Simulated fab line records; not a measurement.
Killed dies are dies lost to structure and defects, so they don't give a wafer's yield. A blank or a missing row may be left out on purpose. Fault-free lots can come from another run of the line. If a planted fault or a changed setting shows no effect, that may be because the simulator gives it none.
Lot-split experiment :: flow n5_finfet :: 21 wafers read from 7 lots, route of 1938 steps

== ON THE SPLIT ==
At N5_HKMG_FIN_COAT_29 (time 60 s, resist thk 300 nm), the setting spin_rpm was moved away from the recipe's 1500 rpm on 8 of the 21 wafers read, by -10.7% to +7.1%. The other wafers ran this setting at the recipe's value.

== FROM THE SPLIT TO THE READING: what the file shows between them, 5 steps ==
- N5_HKMG_FIN_COAT_30: time 60 s, resist thk 35 nm
- N5_HKMG_FIN_COAT_06: resist thk 90 nm
- N5_HKMG_FIN_STRIP_33: strips in N2/H2
- N5_HKMG_FIN_STRIP_34: strips in CF4
- N5_HKMG_FIN_ETCH_35: etches SOC in N2/H2, target depth 215.8 nm, time 243.4 s

== THE READING ==
SOC_of_HKMG_FIN_COAT_29.thk_nm (the simulator's own value, which no gauge read), in nm, at N5_HKMG_FIN_STRIP_92 (strips SOC in N2/H2, time 20 s). There is no usual value for it anywhere in the file. Across the 13 wafers here that went through the recipe, the average is 74.9 nm and the standard deviation 3.6 nm.

wafer: L076.2
tool, chamber at the split: litho_track-01, 0
spin_rpm as run, rpm: 1500
against the recipe: recipe
SOC_of_HKMG_FIN_COAT_29.thk_nm, nm: 75.6
against lot-mates on the recipe: -

wafer: L076.4
tool, chamber at the split: litho_track-01, 0
spin_rpm as run, rpm: 1339
against the recipe: -10.7%
SOC_of_HKMG_FIN_COAT_29.thk_nm, nm: 95.4
against lot-mates on the recipe: +18.2

wafer: L076.5
tool, chamber at the split: litho_track-01, 0
spin_rpm as run, rpm: 1500
against the recipe: recipe
SOC_of_HKMG_FIN_COAT_29.thk_nm, nm: 78.8
against lot-mates on the recipe: -

wafer: L082.1
tool, chamber at the split: litho_track-04, 0
spin_rpm as run, rpm: 1565
against the recipe: +4.3%
SOC_of_HKMG_FIN_COAT_29.thk_nm, nm: 70.6
against lot-mates on the recipe: -8.7

wafer: L082.2
tool, chamber at the split: litho_track-04, 0
spin_rpm as run, rpm: 1500
against the recipe: recipe
SOC_of_HKMG_FIN_COAT_29.thk_nm, nm: 79
against lot-mates on the recipe: -

wafer: L082.3
tool, chamber at the split: litho_track-04, 0
spin_rpm as run, rpm: 1500
against the recipe: recipe
SOC_of_HKMG_FIN_COAT_29.thk_nm, nm: 79.6
against lot-mates on the recipe: -

wafer: L086.2
tool, chamber at the split: litho_track-01, 0
spin_rpm as run, rpm: 1591
against the recipe: +6.1%
SOC_of_HKMG_FIN_COAT_29.thk_nm, nm: 67.6
against lot-mates on the recipe: -4.2

wafer: L086.5
tool, chamber at the split: litho_track-01, 0
spin_rpm as run, rpm: 1591
against the recipe: +6.1%
SOC_of_HKMG_FIN_COAT_29.thk_nm, nm: 62.6
against lot-mates on the recipe: -9.2

wafer: L086.6
tool, chamber at the split: litho_track-01, 0
spin_rpm as run, rpm: 1500
against the recipe: recipe
SOC_of_HKMG_FIN_COAT_29.thk_nm, nm: 71.8
against lot-mates on the recipe: -

wafer: L087.2
tool, chamber at the split: litho_track-01, 0
spin_rpm as run, rpm: 1500
against the recipe: recipe
SOC_of_HKMG_FIN_COAT_29.thk_nm, nm: 75
against lot-mates on the recipe: -

wafer: L087.3
tool, chamber at the split: litho_track-01, 0
spin_rpm as run, rpm: 1500
against the recipe: recipe
SOC_of_HKMG_FIN_COAT_29.thk_nm, nm: 75.2
against lot-mates on the recipe: -

wafer: L087.6
tool, chamber at the split: litho_track-01, 0
spin_rpm as run, rpm: 1500
against the recipe: recipe
SOC_of_HKMG_FIN_COAT_29.thk_nm, nm: 75.8
against lot-mates on the recipe: -

wafer: L088.4
tool, chamber at the split: litho_track-03, 0
spin_rpm as run, rpm: 1500
against the recipe: recipe
SOC_of_HKMG_FIN_COAT_29.thk_nm, nm: 71.8
against lot-mates on the recipe: -

wafer: L088.5
tool, chamber at the split: litho_track-03, 0
spin_rpm as run, rpm: 1565
against the recipe: +4.3%
SOC_of_HKMG_FIN_COAT_29.thk_nm, nm: 64.6
against lot-mates on the recipe: -5.8

wafer: L088.6
tool, chamber at the split: litho_track-03, 0
spin_rpm as run, rpm: 1500
against the recipe: recipe
SOC_of_HKMG_FIN_COAT_29.thk_nm, nm: 69
against lot-mates on the recipe: -

wafer: L089.1
tool, chamber at the split: litho_track-01, 0
spin_rpm as run, rpm: 1601
against the recipe: +6.7%
SOC_of_HKMG_FIN_COAT_29.thk_nm, nm: 60.6
against lot-mates on the recipe: -7.6

wafer: L089.5
tool, chamber at the split: litho_track-01, 0
spin_rpm as run, rpm: 1500
against the recipe: recipe
SOC_of_HKMG_FIN_COAT_29.thk_nm, nm: 68.2
against lot-mates on the recipe: -

wafer: L089.6
tool, chamber at the split: litho_track-01, 0
spin_rpm as run, rpm: 1601
against the recipe: +6.7%
SOC_of_HKMG_FIN_COAT_29.thk_nm, nm: 60.8
against lot-mates on the recipe: -7.4

wafer: L091.3
tool, chamber at the split: litho_track-01, 0
spin_rpm as run, rpm: 1500
against the recipe: recipe
SOC_of_HKMG_FIN_COAT_29.thk_nm, nm: 75
against lot-mates on the recipe: -

wafer: L091.4
tool, chamber at the split: litho_track-01, 0
spin_rpm as run, rpm: 1500
against the recipe: recipe
SOC_of_HKMG_FIN_COAT_29.thk_nm, nm: 78.6
against lot-mates on the recipe: -

wafer: L091.5
tool, chamber at the split: litho_track-01, 0
spin_rpm as run, rpm: 1607
against the recipe: +7.1%
SOC_of_HKMG_FIN_COAT_29.thk_nm, nm: 59.4
against lot-mates on the recipe: -17.4

FIT RESULTS
A straight line over all 21 wafers: SOC_of_HKMG_FIN_COAT_29.thk_nm changes by -1.92 nm for each +1% of spin_rpm; r = -0.92; the points scatter about the line by 3.4 nm.
The same after taking each lot's own level away (the mean of its wafers on the recipe; 21 wafers): -1.56 nm for each +1%; r = -0.94; scatter 2.4 nm.
On that fit, the largest move of spin_rpm shifts the reading by 17 nm.
From 68.20 to 79.30 nm: that is the span of the lots' own levels, equal to 3.1 times the standard deviation above.
So the slope is not independent of the lot-to-lot level: the two fits are not the same.
Check: with one of the wafers moved furthest among these (-10.7%) left out of the fit, the line predicts +15.7 nm for it against its lot-mates. It came out at +18.2 nm against them.

== OTHER SPLITS APPLIED TO THESE WAFERS ==
Note: prior to the reading, these wafers also went through further splits. Each is held against what the fit with the lots' levels taken away leaves over:
other split on the same wafers: N5_SD_EPI_N_EXPOSE_06 dose_mj
wafers away from the commonest value: 11
r with SOC_of_HKMG_FIN_COAT_29.thk_nm (lot level and that fit taken away): +0.16

other split on the same wafers: N5_SD_EPI_N_ETCH_45 target_depth_a
wafers away from the commonest value: 11
r with SOC_of_HKMG_FIN_COAT_29.thk_nm (lot level and that fit taken away): -0.28

other split on the same wafers: N5_SD_EPI_N_EPI_21 time_s
wafers away from the commonest value: 7
r with SOC_of_HKMG_FIN_COAT_29.thk_nm (lot level and that fit taken away): +0.25

other split on the same wafers: N5_SDB_CUT_ETCH_26 icp_w
wafers away from the commonest value: 11
r with SOC_of_HKMG_FIN_COAT_29.thk_nm (lot level and that fit taken away): -0.05

== THE WHOLE CHAIN: every reading that the file lists as answering this split, in the file's order ==
step: N5_HKMG_FIN_COAT_29
what it does: time 60 s, resist thk 300 nm
reading: SOC_of_HKMG_FIN_COAT_29.thk_nm (the simulator's own value, which no gauge read)
change (the file's fit): -1.5 nm for each +1% of the setting
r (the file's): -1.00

step: N5_HKMG_FIN_ETCH_35
what it does: etches SOC in N2/H2, target depth 215.8 nm, time 243.4 s
reading: SOC_of_HKMG_FIN_COAT_29.thk_nm (the simulator's own value, which no gauge read)
change (the file's fit): -1.64 nm for each +1% of the setting
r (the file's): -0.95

step: N5_HKMG_FIN_STRIP_92
what it does: strips SOC in N2/H2, time 20 s
reading: SOC_of_HKMG_FIN_COAT_29.thk_nm (the simulator's own value, which no gauge read)
change (the file's fit): -1.66 nm for each +1% of the setting
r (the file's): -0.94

== THE FILE'S OWN FIT ==
SOC_of_HKMG_FIN_COAT_29.thk_nm changes by -1.66 nm for each +1% of spin_rpm, r = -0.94.
